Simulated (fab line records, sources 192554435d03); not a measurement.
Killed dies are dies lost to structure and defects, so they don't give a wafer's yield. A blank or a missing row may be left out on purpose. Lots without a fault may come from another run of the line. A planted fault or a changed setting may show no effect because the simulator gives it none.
fab line records | flow n5_finfet
record lots=5 wafers=15 last_day=19
route steps=1938 shown BEOL_M8@1387 BEOL_M9@1401
lots that met no fault: from a run of the same line without faults
start_h: hours from the record's first day to the start of the lot's first wafer shown | wait_h: hours since the lot's step before | " the same as in the row above | L1.1+2: a row that stands for several wafers | - no value, or no start given | * or withheld: withheld | < > ~ a bound
route shown NAME@n: a module of which the file shows steps, and the number in the route of the first | usual: mean/standard deviation of fault-free wafers | same: alike in all rows | chamber/n: place in a boat | sites: the reading at each site | _std_site: their standard deviation | _edge_site: outer sites' mean less inner sites' | radius_mm: how far each site lies from the wafer's centre | mask NAME#n: copy n | behind: the tool/chamber that last shaped the wafer | hold: why the lot was held/for how many hours/how that ended | device: the transistor (n, p or np) that didn't switch | end of line: the same wafers' tests at the end of the route | a step without rows: its recipe alone | killed: dies lost to structure and defects at the first sort, not the wafer's yield | map: a wafer's dies, x killed, . not, _ none there
set.NAME: the setting as run; set.NAME@STEP: as run at that earlier step | model.NAME: the simulator's own value behind a step, which no gauge read
lots at some steps of the route; a table a step, a row a wafer
services: from which hour (start_h, from the record's first day; less than 0 if before it) a tool's chamber was out of use, for how many hours, and why
## steps
# step N5_BEOL_M8_DEGAS_44
# recipe ambient=vacuum temp_c=250 time_s=60
# usual heater_power_w=328/33
# columns lot.wafer tool chamber start_h wait_h heater_power_w
L081.1 pvd_sputter-02 - 276.10 1.7 351
L081.3 " - " " 293
L081.6 " - " " 328
L080.2 pvd_sputter-03 - 277.91 1.0 341
L080.4 " - " " 276
L080.5 " - " " 336
L084.1 pvd_sputter-01 - 280.41 0.6 324
L084.2 " - " " 392
L084.3 " - " " 294
L091.1 pvd_sputter-03 - 323.78 0.4 338
L091.4 " - " " 273
L091.5 " - " " 272
L097.1 pvd_sputter-03 - 378.74 0.7 299
L097.2 " - " " 333
L097.6 " - " " 299
# step N5_BEOL_M8_PRE_CLEAN_45
# recipe gas=H2/He time_s=30 temp_c=250
# usual heater_power_w=328/33
# columns lot.wafer tool chamber start_h wait_h heater_power_w
L081.1 pvd_sputter-02 - 276.14 0.0 344
L081.3 " - " " 294
L081.6 " - " " 330
L080.2 pvd_sputter-03 - 277.95 0.0 336
L080.4 " - " " 271
L080.5 " - " " 334
L084.1 pvd_sputter-01 - 280.45 0.0 328
L084.2 " - " " 382
L084.3 " - " " 300
L091.1 pvd_sputter-03 - 323.82 0.0 332
L091.4 " - " " 273
L091.5 " - " " 274
L097.1 pvd_sputter-03 - 378.78 0.0 299
L097.2 " - " " 344
L097.6 " - " " 290
# step N5_BEOL_M8_ALD_77
# recipe material=TaN target_thk_a=20 temp_c=275 ald_precursor_family=PDMAT ald_co_reactant=NH3 pressure_torr=3 carrier_flow_sccm=1500 pulse_time_s=2 purge_time_s=3 co_reactant_purge_time_s=2 co_reactant_pulse_time_s=3 ald_cycles=40 precursor_vessel_temp_c=75 precursor_vessel_pressure_torr=26.25 precursor_vessel_carrier_sccm=1000
# usual heater_power_w=423/38
# same pulse_time_s=2
# columns lot.wafer tool chamber start_h wait_h heater_power_w
L081.1 ald_metal-04 0 276.20 0.0 448
L081.3 " 2 " " 436
L081.6 " 1 " " 385
L080.2 ald_metal-04 3 278.01 0.0 401
L080.4 " 0 " " 441
L080.5 " 3 " " 392
L084.1 ald_metal-03 3 280.51 0.0 492
L084.2 " 1 " " 383
L084.3 " 2 " " 423
L091.1 ald_metal-04 3 323.90 0.1 393
L091.4 " 0 " " 449
L091.5 " 3 " " 400
L097.1 ald_metal-04 2 378.87 0.1 434
L097.2 " 3 " " 400
L097.6 " 2 " " 437
# step N5_BEOL_M8_SURFACE_TREAT_79
# recipe gas=Ar time_s=* ion_energy_ev=* ion_current_ma_cm2=0.5 pressure_mtorr=* ar_flow_sccm=30
# usual throttle_valve_pct=*
# columns lot.wafer tool chamber start_h wait_h throttle_valve_pct
L081.1 pvd_sputter-02 - 276.50 0.2 *
L081.3 " - " " *
L081.6 " - " " *
L080.2 pvd_sputter-02 - 279.12 1.0 *
L080.4 " - " " *
L080.5 " - " " *
L084.1 pvd_sputter-03 - 280.81 0.2 *
L084.2 " - " " *
L084.3 " - " " *
L091.1 pvd_sputter-02 - 324.23 0.2 *
L091.4 " - " " *
L091.5 " - " " *
L097.1 pvd_sputter-03 - 379.25 0.2 *
L097.2 " - " " *
L097.6 " - " " *
# step N5_BEOL_M8_CVD_78
# recipe material=Co target_thk_a=20 temp_c=withheld precursor=CCTBA/H2 pressure_torr=30 time_s=142.3
# columns lot.wafer tool chamber start_h wait_h
L081.1+3+6 cvd_co-02 2 276.56 0.0
L080.2+4+5 cvd_co-02 2 279.30 0.2
L084.1+2+3 cvd_co-02 1,2,1 280.87 0.0
L091.1+4+5 cvd_co-01 1,1,0 324.46 0.2
L097.1+2+6 cvd_co-02 1,2,2 379.31 0.0
# step N5_BEOL_M8_SPUTTER_48
# recipe material=Cu target_thk_a=100 temp_c=-20 bias_v=60 power_w=26000 chamber_pressure_pa=0.13 time_s=1.667
# usual throttle_valve_pct=30.3/1.2
# columns lot.wafer tool chamber start_h wait_h throttle_valve_pct
L081.1 pvd_sputter-01 - 276.75 0.1 30.8
L081.3 " - " " 32.0
L081.6 " - " " 30.8
L080.2 pvd_sputter-01 - 279.51 0.2 31.0
L080.4 " - " " 31.9
L080.5 " - " " 31.0
L084.1 pvd_sputter-03 - 281.05 0.1 29.9
L084.2 " - " " 30.9
L084.3 " - " " 27.9
L091.1 pvd_sputter-02 - 324.61 0.1 30.7
L091.4 " - " " 30.8
L091.5 " - " " 30.5
L097.1 pvd_sputter-03 - 379.53 0.2 30.9
L097.2 " - " " 27.8
L097.6 " - " " 30.1
# step N5_BEOL_M8_ECD_50
# recipe material=Cu target_thk_a=3000
# columns lot.wafer tool chamber start_h wait_h
L081.1+3+6 ecd_cu-01 0 276.87 0.1
L080.2+4+5 ecd_cu-01 1,0,1 279.63 0.1
L084.1+2+3 ecd_cu-01 1,0,1 281.17 0.1
L091.1+4+5 ecd_cu-01 0 324.74 0.1
L097.1+2+6 ecd_cu-02 0,1,0 379.65 0.1
# step N5_BEOL_M8_ANNEAL_51
# recipe temp_c=225 time_s=90 ambient=N2
# usual anneal_temp_c_max=226.2/0.38 wafer_temp_C_max=226.35/0.3
# columns lot.wafer tool chamber start_h wait_h anneal_temp_c_max wafer_temp_C_max
L081.1 rtp_anneal-02 0 276.96 0.1 226.1 226.28
L081.3 " 0 " " 225.9 226.05
L081.6 " 0 " " 226.1 226.41
L080.2 rtp_anneal-02 0 279.77 0.1 225.7 225.74
L080.4 " 0 " " 226.1 226.24
L080.5 " 0 " " 225.8 226.20
L084.1 rtp_anneal-01 0 281.50 0.3 226.9 226.57
L084.2 " 0 " " 226.7 226.53
L084.3 " 0 " " 227.0 226.39
L091.1 rtp_anneal-01 0 325.20 0.4 226.7 226.46
L091.4 " 0 " " 226.9 226.94
L091.5 " 0 " " 226.4 226.66
L097.1 rtp_anneal-02 0 379.74 0.1 226.3 226.47
L097.2 " 0 " " 226.2 226.00
L097.6 " 0 " " 226.3 226.30
# step N5_BEOL_M8_CMP_52
# recipe stop_on=SiCOH_lowk t_overpolish_s=6.9 down_force_psi=1 platen_rpm=50 clearing_platen_down_force_psi=1.5 clearing_platen_rpm=50 post_cmp_clean=cu_alkaline target_thk_nm=80 clearing_platen_pad_velocity_m_s=0.99484 pad_velocity_m_s=0.99484
# usual barrier_field_endpoint_s=28.6/0.74 motor_current_A=5.9/0.77 overpolish_run_s=6.900/0.009 slurry_filter_dp_kPa=13.51/0.15 slurry_flow_ml_min=150.0/0.45 time_to_endpoint_s=61/3.2
# columns lot.wafer tool chamber start_h wait_h barrier_field_endpoint_s motor_current_A overpolish_run_s slurry_filter_dp_kPa slurry_flow_ml_min time_to_endpoint_s
L081.3 cmp-04 1 277.27 0.2 27.2 5.7 6.905 13.36 149.3 61
L081.1 " 0 " " 28.2 5.0 6.892 13.69 150.1 62
L081.6 " 1 " " 27.9 6.1 6.930 13.50 149.7 61
L080.2 cmp-04 2 280.07 0.3 29.4 5.5 6.903 13.73 150.0 63
L080.4 " 3 " " 30.0 5.0 6.904 13.52 150.1 63
L080.5 " 2 " " 30.0 5.5 6.915 13.51 150.5 62
L084.1 cmp-04 3 281.90 0.4 28.0 4.8 6.905 13.52 149.2 63
L084.2 " 0 " " 28.9 5.4 6.903 13.55 150.1 62
L084.3 " 1 " " 28.1 5.5 6.889 13.41 149.9 60
L091.1 cmp-04 1 325.51 0.3 28.3 5.6 6.895 13.63 149.4 60
L091.4 " 0 " " 29.2 5.0 6.898 13.81 150.3 60
L091.5 " 1 " " 28.9 5.7 6.912 13.58 149.4 59
L097.1 cmp-04 0 380.04 0.3 28.4 5.4 6.901 13.39 149.3 60
L097.2 " 3 " " 27.9 4.7 6.890 13.61 150.4 58
L097.6 " 0 " " 28.6 5.4 6.888 13.47 149.9 61
# step N5_BEOL_M8_THK_MEAS_53
# recipe thk_meas_gauge=xrf reads=Cu_of_BEOL_M8_ECD_50
# usual M8_THK=78.8/2.1
# columns lot.wafer tool chamber start_h wait_h M8_THK[nm]
L081.1 film_metro-01 - 277.57 - 80.8
L081.3 " - " " 75.1
L081.6 " - " " 75.6
L080.2 film_metro-01 - 280.33 - 78.0
L080.4 " - " " 79.5
L080.5 " - " " 73.8
L084.1 film_metro-01 - 282.16 - 80.9
L084.2 " - " " 76.8
L084.3 " - " " 80.2
L091.1 film_metro-01 - 325.81 - 75.8
L091.4 " - " " 80.6
L091.5 " - " " 80.9
L097.1 film_metro-02 - 380.34 - 77.5
L097.2 " - " " 77.0
L097.6 " - " " 76.4
# step N5_BEOL_M8_PRE_CLEAN_55
# recipe gas=NH3 time_s=15 temp_c=withheld rf_power_w=300
# columns lot.wafer tool chamber start_h wait_h
L081.1+3+6 pecvd-03 1,0,0 277.61 0.0
L080.2+4+5 pecvd-01 0,0,1 280.37 0.0
L084.1+2+3 pecvd-04 0,2,1 282.20 0.0
L091.1+4+5 pecvd-01 0,0,1 325.85 0.0
L097.1+2+6 pecvd-04 0,2,0 380.37 0.0
# step N5_BEOL_M8_DEP_56
# recipe material=SiCN target_thk_a=100 temp_c=withheld precursor=3MS/NH3 pressure_torr=3 rf_w=202 time_s=17.5
# usual showerhead_plenum_p_Torr=3.658/0.013 throttle_valve_pct=9.2/0.39
# columns lot.wafer tool chamber start_h wait_h showerhead_plenum_p_Torr throttle_valve_pct
L081.1 pecvd-03 1 277.63 0.0 3.642 9.5
L081.3 " 0 " " 3.695 9.6
L081.6 " 0 " " 3.692 9.5
L080.2 pecvd-01 0 280.39 0.0 3.666 9.3
L080.4 " 0 " " 3.656 9.4
L080.5 " 1 " " 3.653 9.1
L084.1 pecvd-04 0 282.22 0.0 3.657 9.2
L084.2 " 2 " " 3.647 8.9
L084.3 " 1 " " 3.658 9.4
L091.1 pecvd-01 0 325.87 0.0 3.657 9.3
L091.4 " 0 " " 3.647 9.5
L091.5 " 1 " " 3.658 9.1
L097.1 pecvd-04 0 380.40 0.0 3.666 9.3
L097.2 " 2 " " 3.653 9.0
L097.6 " 0 " " 3.655 9.4
# step N5_BEOL_M8_RS_MEAS_57
# recipe thk_meas_gauge=four-point-probe reads=Cu_of_BEOL_M8_ECD_50+Co_of_BEOL_M8_CVD_78+TaN_of_BEOL_M8_ALD_77
# usual M8_RS=0.287/0.0087
# columns lot.wafer tool chamber start_h wait_h M8_RS[ohm/sq]
L081.1 film_metro-01 - 277.70 0.1 0.276
L081.3 " - " " 0.303
L081.6 " - " " 0.302
L080.2 film_metro-02 - 280.46 0.1 0.291
L080.4 " - " " 0.286
L080.5 " - " " 0.310
L084.1 film_metro-01 - 282.29 0.1 0.275
L084.2 " - " " 0.290
L084.3 " - " " 0.279
L091.1 film_metro-02 - 325.94 0.1 0.296
L091.4 " - " " 0.275
L091.5 " - " " 0.275
L097.1 film_metro-01 - 380.47 0.1 0.292
L097.2 " - " " 0.295
L097.6 " - " " 0.296
# step N5_BEOL_M8_INSPECT_58
# recipe inspect_instrument=darkfield mode=post_dep
# usual raw_defect_count=75/25
# columns lot.wafer tool chamber start_h wait_h raw_defect_count
L081.1 defect_inspect-01 - 277.72 0.0 121
L081.3 " - " " 110
L081.6 " - " " 107
L080.2 defect_inspect-01 - 280.49 0.0 89
L080.4 " - " " 59
L080.5 " - " " 36
L084.1 defect_inspect-01 - 282.32 0.0 61
L084.2 " - " " 142
L084.3 " - " " 120
L091.1 defect_inspect-01 - 325.97 0.0 93
L091.4 " - " " 43
L091.5 " - " " 69
L097.1 defect_inspect-02 - 380.49 0.0 53
L097.2 " - " " 40
L097.6 " - " " 66
# step N5_BEOL_M9_ILD_DEP_00
# recipe material=SiCOH_lowk target_thk_a=3085.1 temp_c=300 precursor=DEMS/porogen pressure_torr=5 rf_w=500 time_s=58
# usual heater_power_w=322/48 showerhead_plenum_p_Torr=5.742/0.017 throttle_valve_pct=13.9/0.6
# columns lot.wafer tool chamber start_h wait_h heater_power_w showerhead_plenum_p_Torr throttle_valve_pct
L081.1 pecvd-02 0 277.76 0.0 362 5.748 13.7
L081.3 " 1 " " 408 5.758 13.9
L081.6 " 2 " " 328 5.748 13.5
L080.2 pecvd-02 1 280.52 0.0 430 5.762 13.9
L080.4 " 2 " " 323 5.736 13.9
L080.5 " 0 " " 330 5.759 13.8
L084.1 pecvd-04 2 282.35 0.0 307 5.734 13.9
L084.2 " 0 " " 248 5.727 13.8
L084.3 " 1 " " 302 5.748 14.3
L091.1 pecvd-02 1 326.00 0.0 403 5.779 13.7
L091.4 " 0 " " 349 5.768 13.7
L091.5 " 2 " " 298 5.731 14.0
L097.1 pecvd-03 2 380.53 0.0 344 5.747 12.7
L097.2 " 1 " " 317 5.714 14.5
L097.6 " 2 " " 351 5.752 12.5
# step N5_BEOL_M9_CURE_71
# recipe temp_c=385 time_s=240 ambient=He/Ar material=SiCOH_lowk
# usual lamp_power_pct=52.31/0.056 wafer_temp_C_max=386.8/0.7
# columns lot.wafer tool chamber start_h wait_h lamp_power_pct wafer_temp_C_max
L081.1 uv_cure-03 0 277.84 0.0 52.32 388.3
L081.3 " 0 " " 52.22 387.5
L081.6 " 0 " " 52.38 387.7
L080.2 uv_cure-01 2 280.68 0.1 52.43 386.7
L080.4 " 2 " " 52.27 386.5
L080.5 " 2 " " 52.27 386.7
L084.1 uv_cure-03 0 282.43 0.0 52.30 387.1
L084.2 " 0 " " 52.26 387.6
L084.3 " 0 " " 52.21 387.7
L091.1 uv_cure-01 1 326.08 0.0 52.37 386.3
L091.4 " 1 " " 52.26 386.5
L091.5 " 1 " " 52.27 386.4
L097.1 uv_cure-01 2 381.06 0.5 52.35 386.8
L097.2 " 2 " " 52.29 387.1
L097.6 " 2 " " 52.39 386.6
# step N5_BEOL_M9_THK_MEAS_01
# recipe reads=SiCOH_lowk_of_BEOL_M9_ILD_DEP_00
# usual M9_ILD_THK=268/3.6
# columns lot.wafer tool chamber start_h wait_h M9_ILD_THK[nm]
L081.1 film_metro-01 - 278.83 0.8 264
L081.3 " - " " 267
L081.6 " - " " 272
L080.2 film_metro-01 - 281.11 0.4 268
L080.4 " - " " 275
L080.5 " - " " 272
L084.1 film_metro-02 - 283.42 0.8 266
L084.2 " - " " 266
L084.3 " - " " 270
L091.1 film_metro-02 - 326.59 0.4 271
L091.4 " - " " 270
L091.5 " - " " 276
L097.1 film_metro-02 - 381.58 0.4 264
L097.2 " - " " 266
L097.6 " - " " 269
# step N5_BEOL_M9_PECVD_70
# recipe material=SiO2 target_thk_a=200 temp_c=400 precursor=TEOS/O2 pressure_torr=5.5 rf_w=450 teos_flow_sccm=53.8 gas=O2 flow_sccm=3000 time_s=22.7
# usual heater_power_w=720/88 showerhead_plenum_p_Torr=8.78/0.063 throttle_valve_pct=22.6/0.69
# columns lot.wafer tool chamber start_h wait_h heater_power_w showerhead_plenum_p_Torr throttle_valve_pct
L081.1 pecvd-02 1 278.87 0.0 863 8.84 22.4
L081.3 " 0 " " 839 8.89 22.0
L081.6 " 0 " " 847 8.86 22.6
L080.2 pecvd-04 2 281.15 0.0 730 8.72 22.3
L080.4 " 2 " " 741 8.75 22.5
L080.5 " 1 " " 709 8.77 23.0
L084.1 pecvd-04 0 283.46 0.0 642 8.76 22.4
L084.2 " 1 " " 741 8.76 22.7
L084.3 " 2 " " 712 8.76 22.6
L091.1 pecvd-02 1 326.63 0.0 842 8.86 22.4
L091.4 " 0 " " 832 8.88 22.6
L091.5 " 2 " " 641 8.78 22.3
L097.1 pecvd-03 2 381.61 0.0 822 8.84 20.6
L097.2 " 0 " " 774 8.89 24.1
L097.6 " 0 " " 770 8.89 23.9
# step N5_BEOL_M9_HM_DEP_02
# recipe material=TiN target_thk_a=200 temp_c=25 chamber_pressure_pa=0.49996
# usual throttle_valve_pct=30.4/1.1
# columns lot.wafer tool chamber start_h wait_h throttle_valve_pct
L081.1 pvd_sputter-02 - 279.44 0.6 28.6
L081.3 " - " " 31.0
L081.6 " - " " 29.7
L080.2 pvd_sputter-03 - 283.39 2.2 30.6
L080.4 " - " " 30.8
L080.5 " - " " 30.8
L084.1 pvd_sputter-02 - 284.74 1.3 30.1
L084.2 " - " " 28.4
L084.3 " - " " 31.2
L091.1 pvd_sputter-03 - 329.50 2.9 30.1
L091.4 " - " " 30.9
L091.5 " - " " 30.2
L097.1 pvd_sputter-03 - 381.71 0.1 27.9
L097.2 " - " " 30.8
L097.6 " - " " 30.9
# step N5_BEOL_M9_COAT_59
# recipe resist=SOC temp_c=250 time_s=60 spin_rpm=1500 resist_thk_nm=100
# usual heater_power_total_W=500.6/1.8
# columns lot.wafer tool chamber start_h wait_h heater_power_total_W
L081.1 litho_track-05 0 279.57 0.1 498.9
L081.3 " 0 " " 499.6
L081.6 " 0 " " 497.8
L080.2 litho_track-05 0 283.52 0.1 497.8
L080.4 " 0 " " 502.4
L080.5 " 0 " " 497.3
L084.1 litho_track-04 0 284.87 0.1 502.4
L084.2 " 0 " " 502.1
L084.3 " 0 " " 501.7
L091.1 litho_track-05 0 329.63 0.1 501.9
L091.4 " 0 " " 500.4
L091.5 " 0 " " 499.3
L097.1 litho_track-05 0 381.84 0.1 498.4
L097.2 " 0 " " 500.6
L097.6 " 0 " " 498.6
# step N5_BEOL_M9_COAT_60
# recipe resist=SiARC temp_c=220 time_s=60 spin_rpm=1500 resist_thk_nm=30
# usual heater_power_total_W=427.8/2
# columns lot.wafer tool chamber start_h wait_h heater_power_total_W
L081.1 litho_track-05 0 - - 425.7
L081.3 " 0 " " 429.3
L081.6 " 0 " " 430.2
L080.2 litho_track-05 0 - - 427.3
L080.4 " 0 " " 428.3
L080.5 " 0 " " 426.5
L084.1 litho_track-04 0 - - 427.1
L084.2 " 0 " " 428.7
L084.3 " 0 " " 429.5
L091.1 litho_track-05 0 - - 427.8
L091.4 " 0 " " 426.3
L091.5 " 0 " " 427.5
L097.1 litho_track-05 0 - - 425.3
L097.2 " 0 " " 426.9
L097.6 " 0 " " 430.6
# step N5_BEOL_M9_COAT_05
# recipe resist=CAR-ArF spin_rpm=1500 resist_thk_nm=90
# columns lot.wafer tool chamber start_h wait_h
L081.1+3+6 litho_track-05 0 - -
L080.2+4+5 litho_track-05 0 - -
L084.1+2+3 litho_track-04 0 - -
L091.1+4+5 litho_track-05 0 - -
L097.1+2+6 litho_track-05 0 - -
# step N5_BEOL_M9_EBR_07
# recipe solvent=PGMEA ebr_width_mm=1.5
# same ebr_width_mm=1.5
# columns lot.wafer tool chamber start_h wait_h
L081.1+3+6 litho_track-05 0 - -
L080.2+4+5 litho_track-05 0 - -
L084.1+2+3 litho_track-04 0 - -
L091.1+4+5 litho_track-05 0 - -
L097.1+2+6 litho_track-05 0 - -
# step N5_BEOL_M9_SOFTBAKE_06
# recipe temp_c=110 time_s=60 resist=CAR-ArF
# usual heater_power_total_W=175.4/1.5
# columns lot.wafer tool chamber start_h wait_h heater_power_total_W
L081.1 litho_track-05 0 - - 177.2
L081.3 " 0 " " 174.7
L081.6 " 0 " " 177.3
L080.2 litho_track-05 0 - - 176.6
L080.4 " 0 " " 173.0
L080.5 " 0 " " 177.6
L084.1 litho_track-04 0 - - 175.4
L084.2 " 0 " " 175.5
L084.3 " 0 " " 175.5
L091.1 litho_track-05 0 - - 177.4
L091.4 " 0 " " 174.6
L091.5 " 0 " " 177.1
L097.1 litho_track-05 0 - - 174.5
L097.2 " 0 " " 174.5
L097.6 " 0 " " 174.7
# step N5_BEOL_M9_EXPOSE_08
# recipe mask_id=M9 na=1.35 source_shape=dipole sigma_inner=0.411 sigma_outer=0.611 polarization=te dose_mj=53.75
# columns lot.wafer tool chamber start_h wait_h mask
L081.1+3+6 arfi_scanner-01 0 279.82 - M9#0
L080.2+4+5 arfi_scanner-01 0 283.64 - M9#0
L084.1+2+3 arfi_scanner-01 0 284.99 - M9#0
L091.1+4+5 arfi_scanner-03 0 329.75 - M9#0
L097.1+2+6 arfi_scanner-01 0 381.95 - M9#0
# step N5_BEOL_M9_PEB_09
# recipe peb_temp_c=withheld peb_time_s=60 resist=CAR-ArF
# columns lot.wafer tool chamber start_h wait_h
L081.1+3+6 litho_track-04 0 279.88 0.1
L080.2+4+5 litho_track-01 0 283.69 0.0
L084.1+2+3 litho_track-04 0 285.05 0.1
L091.1+4+5 litho_track-05 0 329.81 0.1
L097.1+2+6 litho_track-05 0 382.01 0.1
# step N5_BEOL_M9_DEVELOP_10
# recipe develop_time_s=30 developer=TMAH resist=CAR-ArF rinse_liquid=diw dry=air_spin dev_temp_c=23
# usual developer_temp_C=23.02/0.1
# columns lot.wafer tool chamber start_h wait_h developer_temp_C
L081.1 litho_track-04 0 - - 22.96
L081.3 " 0 " " 22.79
L081.6 " 0 " " 22.98
L080.2 litho_track-01 0 - - 23.09
L080.4 " 0 " " 23.07
L080.5 " 0 " " 23.31
L084.1 litho_track-04 0 - - 22.99
L084.2 " 0 " " 22.96
L084.3 " 0 " " 23.01
L091.1 litho_track-05 0 - - 22.97
L091.4 " 0 " " 23.04
L091.5 " 0 " " 23.00
L097.1 litho_track-05 0 - - 22.93
L097.2 " 0 " " 23.09
L097.6 " 0 " " 22.87
# step N5_BEOL_M9_CD_MEAS_11
# recipe target_cd_nm=64.1 landing_energy_ev=500 detector=se_inlens polarity=opening
# usual cd_nm=63.8/0.64
# columns lot.wafer tool chamber start_h wait_h cd_nm
L081.1 cd_sem-02 0 279.95 - 63.7
L081.3 " 0 " " 63.4
L081.6 " 0 " " 64.2
L080.2 cd_sem-03 0 283.76 - 64.6
L080.4 " 0 " " 63.7
L080.5 " 0 " " 63.9
L084.1 cd_sem-03 0 285.11 - 62.6
L084.2 " 0 " " 63.2
L084.3 " 0 " " 63.2
L091.1 cd_sem-02 0 329.87 - 64.8
L091.4 " 0 " " 65.1
L091.5 " 0 " " 64.1
L097.1 cd_sem-01 0 382.08 - 64.1
L097.2 " 0 " " 64.3
L097.6 " 0 " " 64.6
# step N5_BEOL_M9_OVL_MEAS_12
# recipe points_per_wafer=44
# usual M9_OVL=0.4/0.74
# columns lot.wafer tool chamber start_h wait_h M9_OVL[nm]
L081.1 overlay-02 0 280.00 0.1 0.4
L081.3 " 0 " " -0.2
L081.6 " 0 " " 0.8
L080.2 overlay-02 0 283.79 0.0 0.6
L080.4 " 0 " " 2.1
L080.5 " 0 " " 2.0
L084.1 overlay-01 0 285.14 0.0 0.9
L084.2 " 0 " " 1.3
L084.3 " 0 " " -0.1
L091.1 overlay-02 0 329.90 0.0 1.8
L091.4 " 0 " " 1.2
L091.5 " 0 " " 1.0
L097.1 overlay-02 0 382.11 0.0 0.2
L097.2 " 0 " " -0.3
L097.6 " 0 " " 0.6
# step N5_BEOL_M9_INSPECT_13
# recipe mode=adi inspect_instrument=brightfield
# usual raw_defect_count=433/100
# columns lot.wafer tool chamber start_h wait_h raw_defect_count
L081.1 defect_inspect-01 - 280.02 0.0 401
L081.3 " - " " 524
L081.6 " - " " 454
L080.2 defect_inspect-01 - 283.81 0.0 620
L080.4 " - " " 404
L080.5 " - " " 340
L084.1 defect_inspect-01 - 285.17 0.0 462
L084.2 " - " " 469
L084.3 " - " " 555
L091.1 defect_inspect-02 - 329.93 0.0 623
L091.4 " - " " 695
L091.5 " - " " 731
L097.1 defect_inspect-01 - 382.14 0.0 362
L097.2 " - " " 320
L097.6 " - " " 297
# step N5_BEOL_M9_DESCUM_16
# recipe chemistry=O2 time_s=7.9 source_power_w=50 bias_power_w=20 pressure_mtorr=20 rf_frequency_hz=2.712e+07 temp_c=40 resist=CAR-ArF o2_flow_sccm=225
# usual drypump_motor_current_A=5.82/0.27 o2_flow_sccm=225.0/0.7 oes_product_au=0.78/0.094 rf_vpp_V=243.3/1.3 showerhead_plenum_p_Torr=2.10/0.053 temp_c=40.01/0.12 throttle_valve_pct=20.5/0.3
# columns lot.wafer tool chamber start_h wait_h drypump_motor_current_A o2_flow_sccm oes_product_au rf_hours_counter_h rf_vpp_V showerhead_plenum_p_Torr temp_c throttle_valve_pct
L081.1 rie_diel-02 2 280.06 0.0 5.46 224.7 0.70 221 244.1 2.15 40.12 20.6
L081.3 " 3 " " 5.82 225.1 0.97 4 243.8 2.13 40.14 20.3
L081.6 " 1 " " 6.29 225.2 0.72 - 244.6 2.15 40.09 20.3
L080.2 rie_diel-02 3 283.91 0.1 5.83 224.7 0.97 5 243.1 2.13 39.89 20.3
L080.4 " 2 " " 5.46 225.3 0.70 222 244.4 2.15 40.08 20.6
L080.5 " 0 " " 5.84 224.5 0.70 - 241.4 2.00 40.22 20.7
L084.1 rie_diel-06 0 285.20 0.0 5.85 224.8 0.84 53 242.2 2.05 40.02 20.4
L084.2 " 1 " " 5.72 226.0 0.68 245 244.6 2.17 40.22 20.8
L084.3 " 2 " " 6.02 223.9 0.70 199 244.3 2.06 40.13 20.3
L091.1 rie_diel-02 1 329.96 0.0 6.32 226.2 0.70 208 243.1 2.15 39.88 20.3
L091.4 " 2 " " 5.46 225.9 0.68 234 244.2 2.14 40.09 20.6
L091.5 " 3 " " 5.83 224.9 0.93 - 242.7 2.13 40.03 20.3
L097.1 rie_diel-01 2 382.18 0.0 5.60 225.7 0.84 85 241.3 2.05 40.13 20.6
L097.2 " 0 " " 5.67 225.2 0.82 106 244.9 2.08 39.95 20.0
L097.6 " 1 " " 6.19 224.5 0.69 - 243.5 2.17 40.03 21.1
# step N5_BEOL_M9_ETCH_61
# recipe chemistry=CF4 target=SiARC target_depth_a=390 mask_material=CAR-ArF time_s=65 ion_energy_ev=80 pressure_mtorr=40 source_w=545 bias_w=36 Ar_flow_sccm=100 cf4_flow_sccm=100 ends=cleared
# usual bias_w=36.00/0.096 drypump_motor_current_A=5.82/0.27 etch_rf_on_time_s=65.0/1.6 oes_product_au=0.66/0.083 rf_vpp_V=184.1/1.1 showerhead_plenum_p_Torr=2.14/0.062 throttle_valve_pct=15.65/0.24
# columns lot.wafer tool chamber start_h wait_h bias_w drypump_motor_current_A etch_rf_on_time_s oes_product_au rf_hours_counter_h rf_vpp_V showerhead_plenum_p_Torr throttle_valve_pct
L081.1 rie_diel-02 2 280.09 0.0 36.17 5.45 66.4 0.59 221 185.6 2.21 15.93
L081.3 " 3 " " 35.85 5.84 63.3 0.84 4 185.6 2.19 15.43
L081.6 " 1 " " 35.92 6.34 63.7 0.61 - 184.5 2.22 15.68
L080.2 rie_diel-02 3 283.94 0.0 35.88 5.86 63.1 0.83 5 185.6 2.18 15.46
L080.4 " 2 " " 36.05 5.46 66.0 0.58 222 184.4 2.21 15.94
L080.5 " 0 " " 36.06 5.85 65.4 0.60 - 181.9 2.02 15.69
L084.1 rie_diel-06 0 285.24 0.0 36.07 5.84 67.7 0.70 53 183.0 2.09 15.41
L084.2 " 1 " " 36.08 5.73 65.4 0.59 245 183.8 2.19 15.93
L084.3 " 2 " " 35.94 5.97 65.4 0.61 199 183.4 2.12 15.69
L091.1 rie_diel-02 1 330.00 0.0 35.99 6.32 64.3 0.60 208 185.3 2.21 15.71
L091.4 " 2 " " 35.83 5.46 67.6 0.58 234 185.4 2.20 15.97
L091.5 " 3 " " 35.96 5.79 63.1 0.80 - 183.5 2.18 15.46
L097.1 rie_diel-01 2 382.21 0.0 35.96 5.63 64.5 0.72 85 184.7 2.07 15.49
L097.2 " 0 " " 35.95 5.67 64.2 0.70 106 184.0 2.15 15.41
L097.6 " 1 " " 36.02 6.19 66.0 0.59 - 185.5 2.20 16.18
## services
# columns tool chamber start_h hours kind
rie_diel-06 - 256.20 0.5 repair
cvd_co-02 0 264.52 17.4 repair
arfi_scanner-01 - 267.57 1.3 pm
ecd_cu-01 - 269.44 0.8 repair
rie_diel-02 2 274.36 2.9 repair
pecvd-03 - 294.00 0.4 repair
pecvd-04 1 296.83 17.5 repair
cmp-04 - 296.84 0.8 repair
pvd_sputter-03 - 308.35 10.1 repair
rtp_anneal-02 - 309.81 4.6 pm
uv_cure-01 - 312.36 7.1 pm
cmp-04 - 315.30 4.0 pm
ald_metal-04 0 317.49 3.8 repair
arfi_scanner-01 - 325.59 1.0 pm
pecvd-01 - 330.87 1.1 repair
pecvd-04 2 332.80 4.8 repair
pecvd-04 1 339.76 13.8 repair
pvd_sputter-02 - 340.03 24.0 repair
pecvd-02 1 349.04 29.0 repair
ecd_cu-01 - 355.10 0.3 repair
arfi_scanner-01 - 356.58 1.1 repair
ecd_cu-01 - 364.09 0.6 repair
ecd_cu-01 - 371.03 4.2 repair
arfi_scanner-01 - 375.70 3.9 pm
## key
fault none
